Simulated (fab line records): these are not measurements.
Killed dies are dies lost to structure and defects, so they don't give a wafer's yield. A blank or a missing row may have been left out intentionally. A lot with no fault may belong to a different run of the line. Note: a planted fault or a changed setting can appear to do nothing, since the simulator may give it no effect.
Which tool was responsible?	flow n5_finfet	23 lots with 69 wafers sampled at 6 steps, on a route of 1938 steps

== WHAT THE GAUGES SHOWED, per wafer ==
The record lacks any reading of a measuring or inspecting step that a usual standard deviation could be used to judge.

== EACH LOT AND THE TOOL THAT RAN IT (in order: tool; ch and the chambers of the sampled wafers; start) ==
lot	N5_BEOL_M0_ANNEAL_133	N5_BEOL_M1_ETCH_64	N5_BEOL_M1_DESCUM_33	N5_BEOL_M1_ETCH_70	N5_BEOL_M1_STRIP_36	N5_BEOL_M1_ALD_84
L074	pvd_sputter-01, day 5 22:27	rie_diel-05 ch 1,2, day 6 02:03	rie_diel-04 ch 2,3, day 6 02:50	rie_diel-04 ch 1,2, day 6 04:59	rie_diel-04 ch 1,2, day 6 05:08	ald_metal-04 ch 1,2,3, day 6 06:11
L075	pvd_sputter-02, day 6 09:44	rie_diel-04 ch 0,1,3, day 6 12:53	rie_diel-04 ch 0,2,3, day 6 13:47	rie_diel-05 ch 0,2,3, day 6 16:57	rie_diel-05 ch 0,2,3, day 6 17:07	ald_metal-01 ch 0,3, day 6 17:50
L076	pvd_sputter-02, day 6 12:53	rie_diel-03 ch 0,1,2, day 6 15:31	rie_diel-05 ch 0,3, day 6 16:37	rie_diel-04 ch 0,1,2, day 6 17:58	rie_diel-04 ch 0,1,2, day 6 18:08	ald_metal-04 ch 0,1,3, day 6 20:26
L077	pvd_sputter-02, day 6 15:00	rie_diel-04 ch 1,2,3, day 6 18:23	rie_diel-05 ch 0,1,2, day 6 19:17	rie_diel-03 ch 1,2,3, day 6 22:36	rie_diel-03 ch 1,2,3, day 6 22:46	ald_metal-04 ch 1,2,3, day 6 23:25
L078	pvd_sputter-03, day 6 18:37	rie_diel-03 ch 0,3, day 6 21:39	rie_diel-04 ch 0,1, day 6 22:34	rie_diel-03 ch 1,2,3, day 6 22:58	rie_diel-03 ch 1,2,3, day 6 23:08	ald_metal-02 ch 0,2, day 6 23:57
L079	pvd_sputter-01, day 7 05:05	rie_diel-03 ch 1,2,3, day 7 07:10	rie_diel-05 ch 1,2,3, day 7 08:07	rie_diel-03 ch 1,2,3, day 7 08:40	rie_diel-03 ch 1,2,3, day 7 08:50	ald_metal-02 ch 0,2,3, day 7 09:31
L080	pvd_sputter-03, day 7 09:07	rie_diel-03 ch 0,1,3, day 7 14:15	rie_diel-05 ch 0,1,3, day 7 15:03	rie_diel-03 ch 2,3, day 7 19:27	rie_diel-03 ch 2,3, day 7 19:37	ald_metal-04 ch 0,2, day 7 21:14
L082	pvd_sputter-03, day 7 20:32	rie_diel-03 ch 1,2, day 8 01:26	rie_diel-05 ch 0,2, day 8 02:14	rie_diel-03 ch 0,1, day 8 04:01	rie_diel-03 ch 0,1, day 8 04:10	ald_metal-04 ch 0,1,3, day 8 05:19
L083	pvd_sputter-02, day 8 02:23	rie_diel-04 ch 0,3, day 8 05:50	rie_diel-03 ch 0,1,2, day 8 06:51	rie_diel-05 ch 0,2,3, day 8 07:52	rie_diel-05 ch 0,2,3, day 8 08:01	ald_metal-01 ch 1,2,3, day 8 08:31
L084	pvd_sputter-03, day 8 15:25	rie_diel-05 ch 0,2,3, day 8 17:38	rie_diel-03 ch 0,1,2, day 8 18:33	rie_diel-04 ch 0,1,2, day 8 19:50	rie_diel-04 ch 0,1,2, day 8 20:00	ald_metal-04 ch 1,2,3, day 8 20:49
L085	pvd_sputter-01, day 8 23:52	rie_diel-03 ch 0,1,2, day 9 02:53	rie_diel-03 ch 0,2,3, day 9 03:51	rie_diel-05 ch 2,3, day 9 06:11	rie_diel-05 ch 2,3, day 9 06:21	ald_metal-02 ch 1,2, day 9 07:11
L087	pvd_sputter-03, day 9 03:26	rie_diel-05 ch 1,2,3, day 9 06:39	rie_diel-05 ch 0,3, day 9 07:26	rie_diel-05 ch 1,2,3, day 9 08:25	rie_diel-05 ch 1,2,3, day 9 08:35	ald_metal-04 ch 0,1,2, day 9 09:17
L086	pvd_sputter-02, day 9 05:10	rie_diel-03 ch 1,2, day 9 07:19	rie_diel-05 ch 1,2,3, day 9 08:12	rie_diel-04 ch 1,2, day 9 08:52	rie_diel-04 ch 1,2, day 9 09:01	ald_metal-04 ch 1,2,3, day 9 09:39
L088	pvd_sputter-03, day 9 08:45	rie_diel-03 ch 0,1,3, day 9 12:19	rie_diel-03 ch 1,3, day 9 13:06	rie_diel-03 ch 1,2,3, day 9 14:54	rie_diel-03 ch 1,2,3, day 9 15:04	ald_metal-02 ch 1,2,3, day 9 16:25
L089	pvd_sputter-02, day 9 17:38	rie_diel-05 ch 0,3, day 9 19:58	rie_diel-03 ch 0,1,3, day 9 20:53	rie_diel-05 ch 0,3, day 9 21:14	rie_diel-05 ch 0,3, day 9 21:24	ald_metal-04 ch 0,2,3, day 9 22:32
L090	pvd_sputter-02, day 9 18:46	rie_diel-05 ch 0,2,3, day 9 22:16	rie_diel-03 ch 0,1,3, day 9 23:03	rie_diel-04 ch 0,3, day 10 06:56	rie_diel-04 ch 0,3, day 10 07:05	ald_metal-01 ch 1,2, day 10 07:37
L091	pvd_sputter-03, day 10 07:11	rie_diel-04 ch 1,3, day 10 11:28	rie_diel-04 ch 0,2,3, day 10 12:15	rie_diel-04 ch 1,2, day 10 13:35	rie_diel-04 ch 1,2, day 10 13:45	ald_metal-02 ch 0,3, day 10 14:28
L092	pvd_sputter-03, day 10 11:35	rie_diel-05 ch 2,3, day 10 14:49	rie_diel-03 ch 0,1,3, day 10 15:43	rie_diel-03 ch 0,2, day 10 16:01	rie_diel-03 ch 0,2, day 10 16:10	ald_metal-04 ch 2,3, day 10 16:46
L093	pvd_sputter-01, day 10 15:20	rie_diel-03 ch 0,2,3, day 10 17:25	rie_diel-05 ch 1,2,3, day 10 18:17	rie_diel-04 ch 0,1,3, day 10 19:59	rie_diel-04 ch 0,1,3, day 10 20:08	ald_metal-01 ch 0,1,3, day 10 20:57
L095	pvd_sputter-01, day 11 01:23	rie_diel-05 ch 1,2,3, day 11 03:49	rie_diel-05 ch 0,2,3, day 11 04:44	rie_diel-04 ch 1,2,3, day 11 07:02	rie_diel-04 ch 1,2,3, day 11 07:11	ald_metal-01 ch 1,2,3, day 11 08:02
L094	pvd_sputter-01, day 11 06:29	rie_diel-05 ch 1,3, day 11 09:07	rie_diel-03 ch 1,2,3, day 11 10:04	rie_diel-03 ch 0,1,3, day 11 15:50	rie_diel-03 ch 0,1,3, day 11 15:59	ald_metal-01 ch 1,2,3, day 11 17:07
L096	pvd_sputter-03, day 11 10:39	rie_diel-03 ch 0,3, day 11 13:07	rie_diel-05 ch 1,3, day 11 14:02	rie_diel-04 ch 1,2, day 11 19:55	rie_diel-04 ch 1,2, day 11 20:04	ald_metal-04 ch 1,2, day 11 21:04
L097	pvd_sputter-03, day 11 14:43	rie_diel-05 ch 2,3, day 11 17:49	rie_diel-05 ch 1,2,3, day 11 18:36	rie_diel-04 ch 1,2,3, day 11 21:34	rie_diel-04 ch 1,2,3, day 11 21:43	ald_metal-02 ch 1,2,3, day 11 22:35
- N5_BEOL_M0_ANNEAL_133: time 60 s.
- N5_BEOL_M1_ETCH_64: etches SOC in N2/H2, target depth 75 nm, overetch 15 nm, time 112.5 s.
- N5_BEOL_M1_DESCUM_33: chemistry O2, time 7 s.
- N5_BEOL_M1_ETCH_70: etches SOC in N2/H2, target depth 80 nm, overetch 16 nm, time 120 s.
- N5_BEOL_M1_STRIP_36: strips in N2/H2.
- N5_BEOL_M1_ALD_84: deposits TaN, pulse time 2 s, purge time 3 s, co reactant purge time 2 s.

== AS READ BY THE TOOLS THEMSELVES (means over the sampled wafers that have a number; for cases with no such wafer, the mark the record gives instead) ==
N5_BEOL_M0_ANNEAL_133. Usual: heater_power_w reads 792 W (standard deviation 82).
lot	tool	heater_power_w (W)	flag
L074	pvd_sputter-01	779	
L075	pvd_sputter-02	819	
L076	pvd_sputter-02	804	
L077	pvd_sputter-02	840	
L078	pvd_sputter-03	776	
L079	pvd_sputter-01	766	
L080	pvd_sputter-03	819	
L082	pvd_sputter-03	792	
L083	pvd_sputter-02	886	
L084	pvd_sputter-03	828	
L085	pvd_sputter-01	771	
L087	pvd_sputter-03	786	
L086	pvd_sputter-02	879	
L088	pvd_sputter-03	842	
L089	pvd_sputter-02	733	
L090	pvd_sputter-02	818	
L091	pvd_sputter-03	836	
L092	pvd_sputter-03	826	
L093	pvd_sputter-01	714	
L095	pvd_sputter-01	780	
L094	pvd_sputter-01	796	
L096	pvd_sputter-03	774	
L097	pvd_sputter-03	835	

N5_BEOL_M1_ETCH_64. Usual: drypump_motor_current_A 5.85 A, standard deviation 0.22; oes_product_au 0.61 a.u., standard deviation 0.063; rf_vpp_V 523.5 V, standard deviation 3; showerhead_plenum_p_Torr 2.53 Torr, standard deviation 0.1; throttle_valve_pct 17.95 %, standard deviation 0.22.
lot	tool	drypump_motor_current_A (A)	oes_product_au (a.u.)	rf_vpp_V (V)	showerhead_plenum_p_Torr (Torr)	throttle_valve_pct (%)	flag
L074	rie_diel-05	5.77	0.66	526.0	2.64	17.94	
L075	rie_diel-04	5.92	0.62	521.5	2.49	17.86	
L076	rie_diel-03	5.86	0.60	524.5	2.54	18.01	
L077	rie_diel-04	5.96	0.61	522.3	2.48	17.86	
L078	rie_diel-03	6.12	0.57	522.4	2.49	18.03	
L079	rie_diel-03	5.68	0.58	522.3	2.49	17.95	
L080	rie_diel-03	5.89	0.57	521.6	2.46	18.06	
L082	rie_diel-03	5.63	0.60	523.1	2.50	18.03	
L083	rie_diel-04	5.76	0.58	522.4	2.45	17.96	
L084	rie_diel-05	5.89	0.61	524.2	2.55	18.02	
L085	rie_diel-03	5.87	0.58	523.9	2.53	18.05	
L087	rie_diel-05	5.83	0.60	523.9	2.54	17.94	
L086	rie_diel-03	5.67	0.60	523.7	2.57	17.97	
L088	rie_diel-03	5.88	0.64	524.6	2.56	17.91	
L089	rie_diel-05	5.88	0.56	522.8	2.48	18.12	
L090	rie_diel-05	5.88	0.60	524.4	2.55	18.04	
L091	rie_diel-04	6.15	0.61	522.5	2.52	17.99	
L092	rie_diel-05	5.88	0.63	525.8	2.60	17.96	
L093	rie_diel-03	5.94	0.63	526.5	2.62	17.83	
L095	rie_diel-05	5.83	0.67	523.6	2.54	17.82	
L094	rie_diel-05	5.89	0.64	520.8	2.45	17.79	
L096	rie_diel-03	5.94	0.67	526.3	2.64	17.71	
L097	rie_diel-05	5.95	0.61	522.9	2.51	17.94	

N5_BEOL_M1_DESCUM_33. Usual: drypump_motor_current_A 5.84 A, standard deviation 0.23; oes_product_au 0.77 a.u., standard deviation 0.088; rf_vpp_V 242.9 V, standard deviation 1.6; showerhead_plenum_p_Torr 2.09 Torr, standard deviation 0.086; throttle_valve_pct 20.56 %, standard deviation 0.21.
lot	tool	drypump_motor_current_A (A)	oes_product_au (a.u.)	rf_vpp_V (V)	showerhead_plenum_p_Torr (Torr)	throttle_valve_pct (%)	flag
L074	rie_diel-04	6.00	0.74	242.7	2.05	20.60	
L075	rie_diel-04	5.79	0.73	241.3	2.01	20.53	
L076	rie_diel-05	5.88	0.71	242.0	2.05	20.76	
L077	rie_diel-05	5.76	0.76	243.6	2.13	20.66	
L078	rie_diel-04	5.67	0.77	241.3	2.01	20.34	
L079	rie_diel-05	5.82	0.78	242.8	2.11	20.56	
L080	rie_diel-05	5.83	0.71	242.6	2.05	20.66	
L082	rie_diel-05	5.81	0.82	243.4	2.18	20.69	
L083	rie_diel-03	5.85	0.75	243.1	2.10	20.64	
L084	rie_diel-03	5.85	0.74	243.2	2.10	20.64	
L085	rie_diel-03	5.91	0.83	244.6	2.17	20.50	
L087	rie_diel-05	5.94	0.72	242.1	2.02	20.69	
L086	rie_diel-05	5.81	0.77	242.9	2.10	20.59	
L088	rie_diel-03	5.65	0.83	242.6	2.08	20.39	
L089	rie_diel-03	5.87	0.81	243.3	2.11	20.48	
L090	rie_diel-03	5.88	0.80	243.2	2.11	20.48	
L091	rie_diel-04	5.78	0.78	243.2	2.09	20.44	
L092	rie_diel-03	5.88	0.80	243.1	2.11	20.49	
L093	rie_diel-05	5.83	0.87	243.5	2.10	20.48	
L095	rie_diel-05	5.87	0.75	242.4	2.09	20.72	
L094	rie_diel-03	5.69	0.81	243.5	2.14	20.46	
L096	rie_diel-05	5.78	0.88	241.9	2.05	20.32	
L097	rie_diel-05	5.82	0.84	242.8	2.10	20.49	

N5_BEOL_M1_ETCH_70. Usual: drypump_motor_current_A 5.86 A, standard deviation 0.25; oes_product_au 0.59 a.u., standard deviation 0.057; rf_vpp_V 524 V, standard deviation 3; showerhead_plenum_p_Torr 2.53 Torr, standard deviation 0.1; throttle_valve_pct 17.89 %, standard deviation 0.24.
lot	tool	drypump_motor_current_A (A)	oes_product_au (a.u.)	rf_vpp_V (V)	showerhead_plenum_p_Torr (Torr)	throttle_valve_pct (%)	flag
L074	rie_diel-04	5.89	0.62	521	2.46	17.68	
L075	rie_diel-05	5.87	0.60	524	2.55	18.00	
L076	rie_diel-04	5.71	0.59	521	2.44	17.77	
L077	rie_diel-03	5.68	0.57	523	2.50	17.95	
L078	rie_diel-03	5.70	0.56	522	2.50	17.95	
L079	rie_diel-03	5.69	0.56	523	2.49	17.96	
L080	rie_diel-03	5.76	0.54	522	2.47	17.89	
L082	rie_diel-03	6.05	0.57	523	2.50	18.11	
L083	rie_diel-05	5.89	0.59	524	2.55	18.02	
L084	rie_diel-04	5.72	0.65	524	2.53	17.65	
L085	rie_diel-05	5.88	0.63	526	2.61	17.95	
L087	rie_diel-05	5.83	0.59	524	2.54	17.94	
L086	rie_diel-04	5.76	0.69	526	2.63	17.49	
L088	rie_diel-03	5.69	0.63	526	2.59	17.82	
L089	rie_diel-05	5.94	0.56	521	2.45	18.00	
L090	rie_diel-04	5.76	0.56	522	2.45	17.98	
L091	rie_diel-04	5.76	0.67	526	2.63	17.51	
L092	rie_diel-03	6.07	0.55	524	2.55	18.06	
L093	rie_diel-04	5.93	0.58	522	2.48	17.91	
L095	rie_diel-04	5.95	0.62	524	2.57	17.75	
L094	rie_diel-03	5.88	0.60	524	2.55	17.93	
L096	rie_diel-04	5.77	0.66	527	2.62	17.52	
L097	rie_diel-04	5.94	0.62	524	2.57	17.77	

N5_BEOL_M1_STRIP_36. Usual: drypump_motor_current_A 5.86 A, standard deviation 0.25; oes_product_au 0.78 a.u., standard deviation 0.078; rf_vpp_V 59.1 V, standard deviation 1.4; showerhead_plenum_p_Torr 2.53 Torr, standard deviation 0.1; throttle_valve_pct 23.75 %, standard deviation 0.27.
lot	tool	drypump_motor_current_A (A)	oes_product_au (a.u.)	rf_vpp_V (V)	showerhead_plenum_p_Torr (Torr)	throttle_valve_pct (%)	flag
L074	rie_diel-04	5.90	0.82	59.5	2.46	23.51	
L075	rie_diel-05	5.89	0.78	60.5	2.55	23.81	
L076	rie_diel-04	5.73	0.77	59.7	2.43	23.62	
L077	rie_diel-03	5.67	0.74	59.0	2.49	23.84	
L078	rie_diel-03	5.68	0.74	58.4	2.49	23.82	
L079	rie_diel-03	5.72	0.73	59.7	2.49	23.81	
L080	rie_diel-03	5.74	0.70	59.0	2.47	23.68	
L082	rie_diel-03	6.05	0.74	59.2	2.50	23.99	
L083	rie_diel-05	5.87	0.77	58.7	2.55	23.84	
L084	rie_diel-04	5.74	0.84	60.2	2.53	23.52	
L085	rie_diel-05	5.88	0.83	59.4	2.61	23.79	
L087	rie_diel-05	5.84	0.76	57.8	2.54	23.75	
L086	rie_diel-04	5.75	0.91	58.9	2.63	23.36	
L088	rie_diel-03	5.71	0.82	59.3	2.59	23.70	
L089	rie_diel-05	5.94	0.72	58.6	2.45	23.67	
L090	rie_diel-04	5.78	0.73	58.8	2.44	23.92	
L091	rie_diel-04	5.75	0.88	59.1	2.62	23.37	
L092	rie_diel-03	6.10	0.72	58.8	2.55	23.90	
L093	rie_diel-04	5.93	0.76	58.6	2.47	23.79	
L095	rie_diel-04	5.94	0.82	59.6	2.57	23.61	
L094	rie_diel-03	5.89	0.79	59.6	2.55	23.82	
L096	rie_diel-04	5.73	0.86	59.1	2.62	23.39	
L097	rie_diel-04	5.96	0.81	59.5	2.57	23.61	

N5_BEOL_M1_ALD_84. Usual: heater_power_w reads 387 W (standard deviation 24).
lot	tool	heater_power_w (W)	flag
L074	ald_metal-04	391	
L075	ald_metal-01	397	
L076	ald_metal-04	382	
L077	ald_metal-04	391	
L078	ald_metal-02	388	
L079	ald_metal-02	390	
L080	ald_metal-04	396	
L082	ald_metal-04	380	
L083	ald_metal-01	380	
L084	ald_metal-04	386	
L085	ald_metal-02	396	
L087	ald_metal-04	397	
L086	ald_metal-04	389	
L088	ald_metal-02	389	
L089	ald_metal-04	396	
L090	ald_metal-01	377	
L091	ald_metal-02	395	
L092	ald_metal-04	401	
L093	ald_metal-01	373	
L095	ald_metal-01	371	
L094	ald_metal-01	374	
L096	ald_metal-04	410	
L097	ald_metal-02	393	

== THE ANSWER, worked out from the rows above alone ==
Rule: a lot counts as off when the mean over its wafers that have a number is more than 3 standard deviations away from the usual mean. A lot without any number at a reading at which 4 lots or more have one is off too. The other lots that the step has rows for count as sound. The gauges are gone through in route order, then the tools' own readings, and for those a lot's mean is taken as printed above. The first step at which some lot is off is used, and at that step the reading that is off furthest; a lot without a number counts as furthest.
No lot is off on any of the readings shown, so nothing can be concluded from this.

== WHAT HAD BEEN PUT IN BY THE SIMULATOR ==
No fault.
